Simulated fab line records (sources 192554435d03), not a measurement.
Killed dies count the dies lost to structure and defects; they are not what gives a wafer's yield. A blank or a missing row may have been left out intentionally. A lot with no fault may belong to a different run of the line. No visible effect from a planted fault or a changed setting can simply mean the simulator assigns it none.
Matching of chambers :: flow n5-finfet :: N5_FIN_SAQP_FIN_ETCH_36 on rie-si-03: 4 sister chambers
The step etches the open film in HBr/Cl2/O2, target depth 120 nm, time 50.4 s. 18 wafers are shown with their chamber, then 9 later ones without.

== WAFERS WITH THEIR CHAMBER ==
wafer: L075.3
chamber: 3
throttle-valve-pct (%): 36.7
drypump-motor-current-A (A): 6.3
oes-product-au (a.u.): 0.992

wafer: L075.4
chamber: 3
throttle-valve-pct (%): 36.7
drypump-motor-current-A (A): 6.3
oes-product-au (a.u.): 0.991

wafer: L075.6
chamber: 2
throttle-valve-pct (%): 36.4
drypump-motor-current-A (A): 5.7
oes-product-au (a.u.): 1.006

wafer: L076.1
chamber: 2
throttle-valve-pct (%): 36.4
drypump-motor-current-A (A): 5.7
oes-product-au (a.u.): 1.004

wafer: L076.5
chamber: 3
throttle-valve-pct (%): 36.7
drypump-motor-current-A (A): 6.3
oes-product-au (a.u.): 0.997

wafer: L076.6
chamber: 1
throttle-valve-pct (%): 35.6
drypump-motor-current-A (A): 5.5
oes-product-au (a.u.): 0.975

wafer: L090.1
chamber: 3
throttle-valve-pct (%): 36.7
drypump-motor-current-A (A): 6.3
oes-product-au (a.u.): 0.993

wafer: L090.2
chamber: 0
throttle-valve-pct (%): 35.4
drypump-motor-current-A (A): 5.5
oes-product-au (a.u.): 1.031

wafer: L090.4
chamber: 2
throttle-valve-pct (%): 36.4
drypump-motor-current-A (A): 5.7
oes-product-au (a.u.): 0.999

wafer: L091.1
chamber: 2
throttle-valve-pct (%): 36.4
drypump-motor-current-A (A): 5.7
oes-product-au (a.u.): 1.010

wafer: L091.3
chamber: 1
throttle-valve-pct (%): 35.6
drypump-motor-current-A (A): 5.6
oes-product-au (a.u.): 0.969

wafer: L091.6
chamber: 1
throttle-valve-pct (%): 35.5
drypump-motor-current-A (A): 5.6
oes-product-au (a.u.): 0.959

wafer: L092.3
chamber: 2
throttle-valve-pct (%): 36.4
drypump-motor-current-A (A): 5.7
oes-product-au (a.u.): 1.016

wafer: L092.4
chamber: 1
throttle-valve-pct (%): 35.5
drypump-motor-current-A (A): 5.6
oes-product-au (a.u.): 0.979

wafer: L092.5
chamber: 1
throttle-valve-pct (%): 35.5
drypump-motor-current-A (A): 5.5
oes-product-au (a.u.): 0.978

wafer: L093.1
chamber: 2
throttle-valve-pct (%): 36.4
drypump-motor-current-A (A): 5.7
oes-product-au (a.u.): 1.006

wafer: L093.3
chamber: 0
throttle-valve-pct (%): 35.4
drypump-motor-current-A (A): 5.5
oes-product-au (a.u.): 1.026

wafer: L093.5
chamber: 1
throttle-valve-pct (%): 35.5
drypump-motor-current-A (A): 5.6
oes-product-au (a.u.): 0.965

SIGNATURES (means of the wafers above)
reading: throttle-valve-pct
chamber 0: 35.400
chamber 1: 35.533
chamber 2: 36.400
chamber 3: 36.700
scatter within a chamber: 0.0309

reading: drypump-motor-current-A
chamber 0: 5.500
chamber 1: 5.567
chamber 2: 5.700
chamber 3: 6.300
scatter within a chamber: 0.0309

reading: oes-product-au
chamber 0: 1.02850
chamber 1: 0.97083
chamber 2: 1.00683
chamber 3: 0.99325
scatter within a chamber: 0.00604
Rule: for a wafer and a chamber, the distance is found by dividing, reading by reading, the gap between the wafer's reading and the chamber's mean by the reading's scatter, squaring, summing and taking the root. The wafer belongs to the nearest chamber; if the next one is less than 2 further off, it can't be placed. The scatter: take each reading less its chamber's mean, square it, sum over the shown wafers, divide by the number of wafers less the number of chambers, and take the root.

== WAFERS MISSING THEIR CHAMBER ==
wafer: L094.1
throttle-valve-pct (%): 35.5
drypump-motor-current-A (A): 5.5
oes-product-au (a.u.): 0.982

wafer: L094.2
throttle-valve-pct (%): 35.4
drypump-motor-current-A (A): 5.5
oes-product-au (a.u.): 1.039

wafer: L094.3
throttle-valve-pct (%): 36.7
drypump-motor-current-A (A): 6.3
oes-product-au (a.u.): 1.000

wafer: L094.4
throttle-valve-pct (%): 36.4
drypump-motor-current-A (A): 5.7
oes-product-au (a.u.): 1.014

wafer: L094.5
throttle-valve-pct (%): 35.5
drypump-motor-current-A (A): 5.5
oes-product-au (a.u.): 0.989

wafer: L094.6
throttle-valve-pct (%): 35.4
drypump-motor-current-A (A): 5.5
oes-product-au (a.u.): 1.046

wafer: L095.1
throttle-valve-pct (%): 35.4
drypump-motor-current-A (A): 5.5
oes-product-au (a.u.): 1.025

wafer: L095.5
throttle-valve-pct (%): 36.7
drypump-motor-current-A (A): 6.3
oes-product-au (a.u.): 0.998

wafer: L095.6
throttle-valve-pct (%): 35.4
drypump-motor-current-A (A): 5.5
oes-product-au (a.u.): 1.035

== WHICH CHAMBER EACH WENT THROUGH ==
wafer: L094.1
from the rows above: 1
in truth: 1

wafer: L094.2
from the rows above: 0
in truth: 0

wafer: L094.3
from the rows above: 3
in truth: 3

wafer: L094.4
from the rows above: 2
in truth: 2

wafer: L094.5
from the rows above: 1
in truth: 1

wafer: L094.6
from the rows above: 0
in truth: 0

wafer: L095.1
from the rows above: 0
in truth: 0

wafer: L095.5
from the rows above: 3
in truth: 3

wafer: L095.6
from the rows above: 0
in truth: 0
Placed correctly: 9 of 9. Left unplaced by these rows: 0. 0 placed wrongly.
